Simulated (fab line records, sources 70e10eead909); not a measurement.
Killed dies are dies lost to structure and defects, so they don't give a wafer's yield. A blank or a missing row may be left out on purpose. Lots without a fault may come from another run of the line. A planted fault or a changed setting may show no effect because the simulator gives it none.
fab line records | flow nand_harc
record lots=11 wafers=33 last_day=33
route steps=1302 shown A_STAIRCASE@683 END@1302
lots that met no fault: from a run of the same line without faults
start_h: hours from the record's first day to the start of the lot's first wafer shown | wait_h: hours since the lot's step before | " the same as in the row above | L1.1+2: a row that stands for several wafers | - no value, or no start given | * or withheld: withheld | < > ~ a bound
route shown NAME@n: a module of which the file shows steps, and the number in the route of the first | usual: mean/standard deviation of fault-free wafers | same: alike in all rows | chamber/n: place in a boat | sites: the reading at each site | _std_site: their standard deviation | _edge_site: outer sites' mean less inner sites' | radius_mm: how far each site lies from the wafer's centre | mask NAME#n: copy n | behind: the tool/chamber that last shaped the wafer | hold: why the lot was held/for how many hours/how that ended | device: the transistor (n, p or np) that didn't switch | end of line: the same wafers' tests at the end of the route | a step without rows: its recipe alone | killed: dies lost to structure and defects at the first sort, not the wafer's yield | map: a wafer's dies, x killed, . not, _ none there
set.NAME: the setting as run; set.NAME@STEP: as run at that earlier step | model.NAME: the simulator's own value behind a step, which no gauge read
steps of the route over a sample of lots; a table a step, a row a wafer
services: from which hour (start_h, from the record's first day; less than 0 if before it) a tool's chamber was out of use, for how many hours, and why
## steps
# step NHARC_A_STAIRCASE_TRIM_26
# recipe time_s=211.2 o2_flow_sccm=500 ar_flow_sccm=0 bias_w=0 chemistry=O2
# usual chamber_pressure_mTorr=60.00/0.057 drypump_motor_current_A=5.8/0.53 oes_product_au=0.999/0.0094 rf_vpp_V=57.6/0.81 showerhead_plenum_p_Torr=3.44/0.071 throttle_valve_pct=17.037/0.0088
# columns lot.wafer tool chamber start_h wait_h chamber_pressure_mTorr drypump_motor_current_A oes_product_au rf_hours_counter_h rf_vpp_V showerhead_plenum_p_Torr throttle_valve_pct
L871.1 rie_diel-11 3 - - 59.86 5.9 1.007 33 58.8 3.44 17.048
L871.2 " 1 " " 60.01 5.9 1.009 30 58.5 3.47 17.030
L871.5 " 0 " " 60.01 5.5 1.007 - 57.2 3.55 17.027
L876.1 rie_diel-08 2 - - 60.07 5.9 0.995 10 57.9 3.49 17.026
L876.4 " 3 " " 59.97 6.1 1.012 8 57.9 3.34 17.040
L876.6 " 2 " " 60.00 6.0 0.997 - 58.8 3.49 17.040
L875.3 rie_diel-08 1 - - 60.00 4.8 1.001 13 57.9 3.47 17.037
L875.2 " 3 " " 60.03 6.2 1.000 8 56.8 3.34 17.019
L875.5 " 1 " " 59.93 4.8 1.000 - 58.0 3.47 17.032
L879.1 rie_diel-04 1 - - 59.98 5.8 0.996 19 58.5 3.49 17.025
L879.3 " 3 " " 60.05 5.6 0.987 17 57.4 3.34 17.029
L879.6 " 0 " " 60.07 6.5 1.007 - 57.7 3.54 17.043
L883.2 rie_diel-08 1 - - 60.07 4.8 0.983 33 57.4 3.46 17.025
L883.1 " 0 " " 59.97 5.3 0.982 31 56.8 3.51 17.041
L883.5 " 1 " " 60.02 4.8 0.998 - 56.6 3.46 17.033
L881.2 rie_diel-11 1 - - 59.97 5.8 0.996 10 58.6 3.45 17.047
L881.6 " 0 " " 59.86 5.5 0.981 - 58.7 3.53 17.017
L881.5 " 1 " " 60.04 5.8 0.994 - 58.5 3.45 17.046
L884.4 rie_diel-11 0 - - 59.97 5.5 0.996 12 57.8 3.53 17.042
L884.5 " 2 " " 60.02 6.4 0.990 - 57.4 3.37 17.035
L884.6 " 3 " " 60.01 5.9 0.990 - 56.8 3.43 17.038
L889.1 rie_diel-08 0 - - 59.98 5.3 0.998 59 57.0 3.50 17.031
L889.5 " 3 " " 59.96 6.2 1.013 - 58.4 3.31 17.044
L889.6 " 0 " " 59.95 5.3 1.005 - 57.3 3.50 17.040
L892.1 rie_diel-08 3 - - 59.97 6.2 0.988 3 57.1 3.31 17.037
L892.2 " 2 " " 60.06 5.9 0.995 3 57.0 3.46 17.044
L892.5 " 3 " " 59.92 6.1 0.982 - 57.6 3.31 17.049
L894.1 rie_diel-08 2 - - 59.97 6.0 0.996 5 58.5 3.46 17.040
L894.3 " 0 " " 60.02 5.3 1.022 5 58.4 3.49 17.053
L894.6 " 1 " " 60.07 4.8 0.993 - 56.6 3.44 17.033
L893.3 rie_diel-04 2 - - 60.01 6.7 0.996 10 56.5 3.34 17.037
L893.5 " 0 " " 60.04 6.5 1.012 - 57.4 3.52 17.053
L893.6 " 1 " " 60.04 5.9 1.007 - 58.0 3.47 17.015
# step NHARC_A_STAIRCASE_TRIM_189
# recipe time_s=211.2 o2_flow_sccm=500 ar_flow_sccm=0 bias_w=0 chemistry=O2
# usual chamber_pressure_mTorr=60.00/0.053 drypump_motor_current_A=6.0/0.46 oes_product_au=1.001/0.0078 rf_vpp_V=57.6/0.84 showerhead_plenum_p_Torr=3.43/0.076 throttle_valve_pct=17.038/0.01
# columns lot.wafer tool chamber start_h wait_h chamber_pressure_mTorr drypump_motor_current_A oes_product_au rf_hours_counter_h rf_vpp_V showerhead_plenum_p_Torr throttle_valve_pct
L871.1 rie_diel-04 2 - - 59.92 6.6 0.995 1 57.2 3.37 17.050
L871.2 " 0 " " 60.01 6.5 1.001 1 57.5 3.55 17.046
L871.5 " 2 " " 60.01 6.7 0.994 - 57.7 3.37 17.040
L876.1 rie_diel-11 3 - - 59.97 5.9 0.986 45 57.7 3.44 17.043
L876.4 " 1 " " 60.05 5.9 1.011 44 56.7 3.46 17.040
L876.6 " 2 " " 60.02 6.3 1.012 - 56.9 3.38 17.037
L875.2 rie_diel-08 3 - - 60.02 6.2 1.007 10 57.9 3.34 17.041
L875.3 " 1 " " 59.94 4.8 1.004 18 58.0 3.47 17.031
L875.5 " 2 " " 59.96 5.9 0.996 - 57.0 3.49 17.036
L879.3 rie_diel-08 3 - - 60.04 6.1 1.007 14 57.0 3.33 17.038
L879.1 " 1 " " 60.00 4.8 0.997 21 58.7 3.47 17.044
L879.6 " 0 " " 60.04 5.3 1.001 - 58.9 3.52 17.036
L883.2 rie_diel-11 1 - - 60.09 5.8 1.003 11 58.3 3.45 17.017
L883.1 " 2 " " 60.07 6.4 0.995 13 57.6 3.37 17.028
L883.5 " 2 " " 60.01 6.4 0.998 - 56.1 3.37 17.039
L881.2 rie_diel-04 0 - - 59.97 6.5 1.011 30 58.4 3.53 17.050
L881.6 " 0 " " 60.03 6.5 1.014 - 57.9 3.53 17.038
L881.5 " 1 " " 59.98 5.8 0.995 - 56.5 3.49 17.031
L884.4 rie_diel-04 0 - - 60.04 6.4 1.002 33 56.9 3.53 17.030
L884.5 " 1 " " 59.86 5.8 0.999 - 58.0 3.48 17.049
L884.6 " 2 " " 60.03 6.6 1.009 - 57.8 3.35 17.025
L889.1 rie_diel-04 0 - - 59.95 6.5 0.999 1 57.5 3.52 17.067
L889.6 " 1 " " 59.97 5.9 1.005 - 56.7 3.47 17.044
L889.5 " 2 " " 60.02 6.7 0.990 - 57.1 3.34 17.052
L892.2 rie_diel-08 0 - - 60.06 5.3 1.026 4 57.9 3.49 17.029
L892.1 " 2 " " 60.03 5.9 0.998 3 58.1 3.46 17.048
L892.5 " 3 " " 60.04 6.2 1.000 - 57.4 3.31 17.021
L894.3 rie_diel-04 2 - - 59.95 6.7 0.991 11 56.7 3.34 17.050
L894.1 " 1 " " 59.98 5.9 1.002 10 58.2 3.47 17.024
L894.6 " 2 " " 60.01 6.7 0.980 - 57.6 3.34 17.045
L893.3 rie_diel-04 2 - - 59.97 6.7 0.989 11 57.5 3.34 17.035
L893.6 " 3 " " 60.12 5.6 0.998 - 58.4 3.32 17.034
L893.5 " 0 " " 59.94 6.4 1.003 - 58.6 3.52 17.038
# step NHARC_A_STAIRCASE_TRIM_193
# recipe time_s=211.2 o2_flow_sccm=500 ar_flow_sccm=0 bias_w=0 chemistry=O2
# usual chamber_pressure_mTorr=60.00/0.056 drypump_motor_current_A=5.9/0.51 oes_product_au=1.000/0.0089 rf_vpp_V=57.5/0.88 showerhead_plenum_p_Torr=3.44/0.073 throttle_valve_pct=17.035/0.0095
# columns lot.wafer tool chamber start_h wait_h chamber_pressure_mTorr drypump_motor_current_A oes_product_au rf_hours_counter_h rf_vpp_V showerhead_plenum_p_Torr throttle_valve_pct
L871.1 rie_diel-04 3 - - 59.94 5.6 0.995 1 56.0 3.35 17.038
L871.2 " 0 " " 59.97 6.5 1.003 2 59.1 3.55 17.038
L871.5 " 0 " " 60.03 6.5 1.008 - 59.0 3.55 17.044
L876.4 rie_diel-11 0 - - 59.89 5.5 1.007 47 58.0 3.54 17.029
L876.1 " 2 " " 59.95 6.4 1.019 50 58.2 3.38 17.024
L876.6 " 0 " " 60.02 5.5 0.990 - 56.4 3.54 17.041
L875.2 rie_diel-08 2 - - 59.98 5.9 1.003 13 58.0 3.49 17.030
L875.3 " 3 " " 60.00 6.1 1.009 10 55.9 3.34 17.020
L875.5 " 2 " " 59.94 5.9 1.003 - 58.0 3.49 17.017
L879.1 rie_diel-08 0 - - 60.00 5.3 1.004 19 57.6 3.52 17.023
L879.3 " 1 " " 60.01 4.8 0.999 21 59.0 3.47 17.030
L879.6 " 1 " " 60.03 4.8 0.995 - 59.6 3.47 17.048
L883.2 rie_diel-11 2 - - 60.02 6.4 0.991 13 56.8 3.37 17.033
L883.1 " 3 " " 59.96 5.9 0.992 11 57.3 3.43 17.021
L883.5 " 1 " " 60.02 5.9 0.983 - 58.2 3.45 17.030
L881.2 rie_diel-04 3 - - 60.04 5.6 0.999 27 57.4 3.34 17.046
L881.5 " 2 " " 59.91 6.7 1.003 - 55.4 3.35 17.035
L881.6 " 3 " " 59.93 5.6 1.004 - 57.3 3.34 17.023
L884.4 rie_diel-04 1 - - 60.05 5.8 0.996 36 57.0 3.48 17.024
L884.6 " 0 " " 59.96 6.5 1.011 - 58.1 3.53 17.028
L884.5 " 1 " " 60.02 5.8 0.992 - 56.2 3.48 17.036
L889.1 rie_diel-04 0 - - 59.97 6.5 1.002 1 55.7 3.52 17.036
L889.6 " 3 " " 59.90 5.6 1.008 - 57.2 3.33 17.051
L889.5 " 0 " " 59.96 6.5 0.996 - 57.7 3.52 17.051
L892.2 rie_diel-08 2 - - 59.95 5.9 0.991 3 58.0 3.46 17.049
L892.1 " 0 " " 60.15 5.3 1.017 4 57.7 3.49 17.023
L892.5 " 2 " " 59.91 6.0 0.995 - 56.9 3.46 17.028
L894.3 rie_diel-04 1 - - 60.08 5.8 1.011 10 58.0 3.47 17.019
L894.1 " 2 " " 59.91 6.7 0.994 11 57.7 3.34 17.028
L894.6 " 0 " " 59.95 6.5 1.007 - 57.0 3.52 17.039
L893.3 rie_diel-04 1 - - 60.01 5.8 1.003 10 57.0 3.47 17.038
L893.5 " 0 " " 59.99 6.5 0.999 - 57.3 3.52 17.036
L893.6 " 1 " " 60.11 5.9 0.991 - 56.6 3.47 17.027
# step NHARC_A_STAIRCASE_ETCH_194
# recipe target_depth_a=1000 time_s=40.5 ion_energy_ev=400 c4f8_flow_sccm=20 o2_flow_sccm=10 ar_flow_sccm=withheld rf_w=600 bias_w=1000 chemistry=C4F8/O2
# usual chamber_pressure_mTorr=25.000/0.024 oes_product_au=0.941/0.0091 rf_vpp_V=892.6/2.9
# columns lot.wafer tool chamber start_h wait_h chamber_pressure_mTorr oes_product_au rf_hours_counter_h rf_vpp_V
L871.2 rie_diel-04 3 367.40 - 25.030 0.934 1 890.0
L871.1 " 2 " " 25.005 0.941 1 889.9
L871.5 " 3 " " 25.040 0.930 - 890.1
L876.4 rie_diel-11 1 418.28 - 25.037 0.943 46 894.8
L876.1 " 2 " " 25.002 0.952 50 890.5
L876.6 " 0 " " 24.993 0.938 - 895.9
L875.2 rie_diel-08 2 418.82 - 25.013 0.948 13 894.1
L875.3 " 3 " " 25.018 0.951 11 888.8
L875.5 " 1 " " 24.982 0.937 - 893.9
L879.3 rie_diel-08 2 435.40 - 24.990 0.942 16 894.7
L879.1 " 3 " " 25.004 0.942 14 889.8
L879.6 " 1 " " 25.018 0.937 - 894.5
L883.2 rie_diel-11 0 466.30 - 24.977 0.927 9 895.4
L883.1 " 3 " " 25.008 0.940 11 892.0
L883.5 " 1 " " 25.045 0.922 - 894.3
L881.2 rie_diel-04 1 466.50 - 24.971 0.762 33 893.1
L881.5 " 1 " " 24.975 0.771 - 895.4
L881.6 " 2 " " 24.986 0.945 - 889.9
L884.4 rie_diel-04 1 477.27 - 25.032 0.943 36 894.4
L884.6 " 2 " " 24.994 0.954 - 888.1
L884.5 " 3 " " 25.009 0.783 - 889.7
L889.1 rie_diel-04 1 547.91 - 24.963 0.959 1 895.3
L889.6 " 2 " " 25.023 0.936 - 889.3
L889.5 " 3 " " 24.988 0.929 - 887.4
L892.1 rie_diel-08 2 571.19 - 24.987 0.934 3 892.9
L892.2 " 0 " " 25.005 0.963 4 894.0
L892.5 " 2 " " 25.068 0.953 - 891.6
L894.3 rie_diel-04 1 579.74 - 25.018 0.946 10 894.3
L894.1 " 2 " " 25.002 0.933 11 889.9
L894.6 " 3 " " 25.007 0.931 - 887.9
L893.3 rie_diel-04 3 580.05 - 24.984 0.931 12 886.9
L893.6 " 0 " " 25.037 0.942 - 895.7
L893.5 " 1 " " 25.027 0.954 - 893.7
# step NHARC_END_SORT_01
# recipe temp_c=25
# usual killed_at_array=53/19 killed_at_other=0.8/1.2 killed_at_periphery=3.7/2.3 killed_dies=57/19 killed_open=3.2/1.7 killed_short=2.6/1.8
# same gross_dies=677
# columns lot.wafer tool chamber start_h wait_h killed_at_array killed_at_other killed_at_periphery killed_dies killed_open killed_short
L881.2 prober-02 0 670.82 2.8 666 0 4 670 1 5
L881.5 prober-02 0 673.25 3.7 669 0 4 673 2 1
L881.6 prober-02 0 674.06 4.0 69 1 2 72 6 1
L884.4 prober-01 0 700.87 3.4 48 2 6 56 4 2
L884.5 prober-01 0 701.67 3.7 672 1 2 675 2 3
L884.6 prober-01 0 702.48 4.0 53 0 3 56 4 3
# killed by level:class
L881.2 A_STAIRCASE:area_etch=582 A_SLIT:chamber_film_flake=34 A_CHANNEL_HOLE_D1:chamber_film_flake=16 A_CONTACT:chamber_film_flake=14 A_CHANNEL_HOLE_D2:chamber_film_flake=10 A_DECK1_JOINT:geometric_particle:short=2 P_M1:chamber_film_flake=2 A_CHANNEL_FILL_D2:chamber_film_flake=2
L881.5 A_STAIRCASE:area_etch=576 A_CHANNEL_HOLE_D1:chamber_film_flake=35 A_SLIT:chamber_film_flake=27 A_CHANNEL_HOLE_D2:chamber_film_flake=14 A_CONTACT:chamber_film_flake=11 P_STI:chamber_film_flake=2 P_GATE:geometric_particle:short=1 A_ONON_D1:geometric_particle:open=1
L881.6 A_SLIT:chamber_film_flake=22 A_CHANNEL_HOLE_D1:chamber_film_flake=16 A_CHANNEL_HOLE_D2:chamber_film_flake=14 A_CONTACT:chamber_film_flake=9 A_DECK1_JOINT:geometric_particle:open=2 A_CONTACT:geometric_particle:open=2 P_STI:chamber_film_flake=2 A_CHANNEL_FILL_D1:geometric_particle:open=1
L884.4 A_CHANNEL_HOLE_D1:chamber_film_flake=30 A_CHANNEL_HOLE_D2:chamber_film_flake=9 A_DECK1_JOINT:geometric_particle:open=2 P_ZERO_WELL:chamber_film_flake=2 A_DECK1_JOINT:chamber_film_flake=2 A_STAIRCASE:chamber_film_flake=2 THIN_TSV:chamber_film_flake=2 P_GATE:geometric_particle:short=1
L884.5 A_STAIRCASE:area_etch=632 A_CHANNEL_HOLE_D1:chamber_film_flake=18 A_CHANNEL_HOLE_D2:chamber_film_flake=13 A_STAIRCASE:chamber_film_flake=2 P_GATE:geometric_particle:open=1 A_SOURCE_PLATE:geometric_particle:short=1 A_ONON_D1:geometric_particle:open=1 A_DECK1_JOINT:geometric_particle:short=1
L884.6 A_CHANNEL_HOLE_D1:chamber_film_flake=28 A_CHANNEL_HOLE_D2:chamber_film_flake=11 A_SLIT:chamber_film_flake=3 A_CHANNEL_HOLE_D1:geometric_particle:short=2 A_CONTACT:geometric_particle:open=2 A_STAIRCASE:chamber_film_flake=2 P_M0:geometric_particle:open=1 A_ONON_D2:geometric_particle:short=1
## services
# columns tool chamber start_h hours kind
rie_diel-04 - 354.90 9.0 pm
rie_diel-04 0 354.90 9.0 vent_cycle
rie_diel-04 1 354.90 9.0 vent_cycle
rie_diel-04 2 354.90 9.0 vent_cycle
rie_diel-04 3 354.90 9.0 vent_cycle
rie_diel-04 0 363.90 - clean
rie_diel-04 1 363.90 - clean
rie_diel-04 2 363.90 - clean
rie_diel-04 3 363.90 - clean
rie_diel-08 - 368.68 9.0 pm
rie_diel-11 3 384.84 1.2 repair
rie_diel-04 0 388.40 - clean
rie_diel-04 1 388.40 - clean
rie_diel-04 2 388.40 - clean
rie_diel-04 3 388.40 - clean
rie_diel-04 0 412.90 - clean
rie_diel-04 1 412.90 - clean
rie_diel-04 2 412.90 - clean
rie_diel-11 1 420.84 8.0 repair
rie_diel-11 - 432.52 9.0 pm
rie_diel-11 1 496.97 9.3 repair
rie_diel-04 0 529.96 2.8 repair
rie_diel-04 - 534.62 9.0 pm
rie_diel-08 - 545.68 9.0 pm
## key
first_sign step=NHARC_A_STAIRCASE_ETCH_194 reading=oes_product_au direction=down sigmas=19 usual=0.941 struck=0.772
effect step=NHARC_END_SORT_01 reading=killed_dies direction=up sigmas=32 usual=57 struck=673
more_kills_born_at NHARC_A_STAIRCASE_ETCH_194@rie_diel-04=1790
met_at NHARC_A_STAIRCASE_ETCH_194
struck_lots L881,L884
struck_wafers L881.2,L881.5,L884.5
later_rows_left_out L881.2,L881.5,L884.5
tester_left_out L881,L884
not_acting_at NHARC_A_STAIRCASE_TRIM_26,NHARC_A_STAIRCASE_TRIM_189,NHARC_A_STAIRCASE_TRIM_193
onset_between 367.40 466.50
fault kind=process_parameter_drift tool=rie_diel-04 chamber=- onset_h=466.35 steps=NHARC_A_STAIRCASE_ETCH_194 channel=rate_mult offset=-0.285 shape=step end_h=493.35 scope=struck_wafers_only
# tester_left_out: of these lots the tester's yield and bins aren't shown, on N5 and GAA mostly nor the transistor test; their killed dies are dies lost to structure and defects alone, not to doping, threshold or leakage, so they don't give the yield
# later_rows_left_out: the simulator's readings of these wafers behind a module that went badly wrong aren't trusted and aren't shown, but for the sort
